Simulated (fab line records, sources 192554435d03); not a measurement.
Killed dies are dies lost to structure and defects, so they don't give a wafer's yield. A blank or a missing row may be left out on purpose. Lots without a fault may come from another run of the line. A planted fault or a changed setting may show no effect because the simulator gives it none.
Split-lot experiment | flow n5_finfet | 7 lots, 21 wafers read, on a route of 1938 steps

THE SPLIT
At N5_MOL_CONTACT_COAG_EXPOSE_05 (exposes mask CA, defocus 0 nm), the setting dose_mj was moved away from the recipe's 38.25 on 6 of the 21 wafers read, by -7.1% to +6.4%. The other wafers ran this setting at the recipe's value.

FROM THE SPLIT TO THE READING: what the file shows between them, 2 steps
- N5_MOL_CONTACT_COAG_PEB_06: peb time 60 s
- N5_MOL_CONTACT_COAG_DEVELOP_07: develop time 30 s

THE READING
cd_nm, in nm, at N5_MOL_CONTACT_COAG_CD_MEAS_08 (target cd 28 nm). Fault-free wafers of this fab line usually give 28.08 nm, standard deviation 0.28 nm.

wafer  | tool, chamber at the split | dose_mj as run | against the recipe | cd_nm, nm | against lot-mates on the recipe
L077.3 | euv_scanner-01, 0          | 38.25          | recipe             | 28.10     | -
L077.5 | euv_scanner-01, 0          | 35.58          | -7.0%              | 26.38     | -1.72
L077.6 | euv_scanner-01, 0          | 35.58          | -7.0%              | 26.09     | -2.01
L078.1 | euv_scanner-02, 0          | 38.25          | recipe             | 28.35     | -
L078.2 | euv_scanner-02, 0          | 38.25          | recipe             | 28.05     | -
L078.6 | euv_scanner-02, 0          | 38.25          | recipe             | 28.23     | -
L082.3 | euv_scanner-01, 0          | 35.55          | -7.1%              | 26.64     | -1.25
L082.4 | euv_scanner-01, 0          | 38.25          | recipe             | 27.89     | -
L082.5 | euv_scanner-01, 0          | 35.55          | -7.1%              | 26.06     | -1.83
L090.1 | euv_scanner-01, 0          | 40.68          | +6.4%              | 29.62     | +1.89
L090.3 | euv_scanner-01, 0          | 40.68          | +6.4%              | 29.31     | +1.58
L090.6 | euv_scanner-01, 0          | 38.25          | recipe             | 27.73     | -
L092.1 | euv_scanner-02, 0          | 38.25          | recipe             | 27.96     | -
L092.2 | euv_scanner-02, 0          | 38.25          | recipe             | 27.97     | -
L092.6 | euv_scanner-02, 0          | 38.25          | recipe             | 28.12     | -
L094.3 | euv_scanner-02, 0          | 38.25          | recipe             | 28.16     | -
L094.4 | euv_scanner-02, 0          | 38.25          | recipe             | 28.41     | -
L094.6 | euv_scanner-02, 0          | 38.25          | recipe             | 28.38     | -
L095.3 | euv_scanner-01, 0          | 38.25          | recipe             | 27.74     | -
L095.5 | euv_scanner-01, 0          | 38.25          | recipe             | 28.66     | -
L095.6 | euv_scanner-01, 0          | 38.25          | recipe             | 27.56     | -

THE FIT
A straight line over all 21 wafers: cd_nm changes by +0.243 nm for each +1% of dose_mj; r = +0.95; the points scatter about the line by 0.29 nm.
The same after taking each lot's own level away (the mean of its wafers on the recipe; 21 wafers): +0.253 nm for each +1%; r = +0.97; scatter 0.25 nm.
On that fit, the largest move of dose_mj shifts the reading by 1.8 nm.
The lots' own levels span 27.730 to 28.317 nm, that is 2.1 times the standard deviation above.
So the lot-to-lot level changes the slope little: the two slopes agree.
Check: with one of the wafers moved furthest among these (-7.1%) left out of the fit, the line predicts -1.88 nm for it against its lot-mates. It came out at -1.25 nm against them.

OTHER SPLITS ON THESE WAFERS
These wafers also went through other splits before the reading. Each is held against what the fit with the lots' levels taken away leaves over:
other split on the same wafers       | wafers away from the commonest value | r with cd_nm (lot level and that fit taken away)
N5_SD_EPI_P_EPI_21 epi_growth_time_s | 6                                    | -0.08
N5_HKMG_FIN_HK_ALD_01 ald_cycles     | 7                                    | -0.08
N5_HKMG_FIN_COAT_43 spin_rpm         | 5                                    | +0.33
N5_GATE_CUT_ETCH_58 source_w         | 9                                    | +0.14
N5_GATE_CUT_COAT_27 spin_rpm         | 6                                    | +0.17

THE WHOLE CHAIN: every reading that the file lists as answering this split, in the file's order
step                           | what it does                                                        | reading                                                                        | change (the file's fit)               | r (the file's)
N5_MOL_CONTACT_COAG_CD_MEAS_08 | target cd 28 nm                                                     | cd_nm                                                                          | +0.251 nm for each +1% of the setting | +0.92
N5_MOL_CONTACT_COAG_ETCH_59    | etches underlayer in N2/H2, target depth 13 nm, time 10.4 s         | MOL_CONTACT_COAG.cd_offset_nm (the simulator's own value, which no gauge read) | +0.251 nm for each +1% of the setting | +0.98
N5_MOL_CONTACT_COAG_ETCH_106   | etches SOC in N2/H2, target depth 80 nm, overetch 16 nm, time 120 s | MOL_CONTACT_COAG.cd_offset_nm (the simulator's own value, which no gauge read) | +0.232 nm for each +1% of the setting | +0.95

THE FILE'S OWN FIT
cd_nm changes by +0.251 nm for each +1% of dose_mj, r = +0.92.
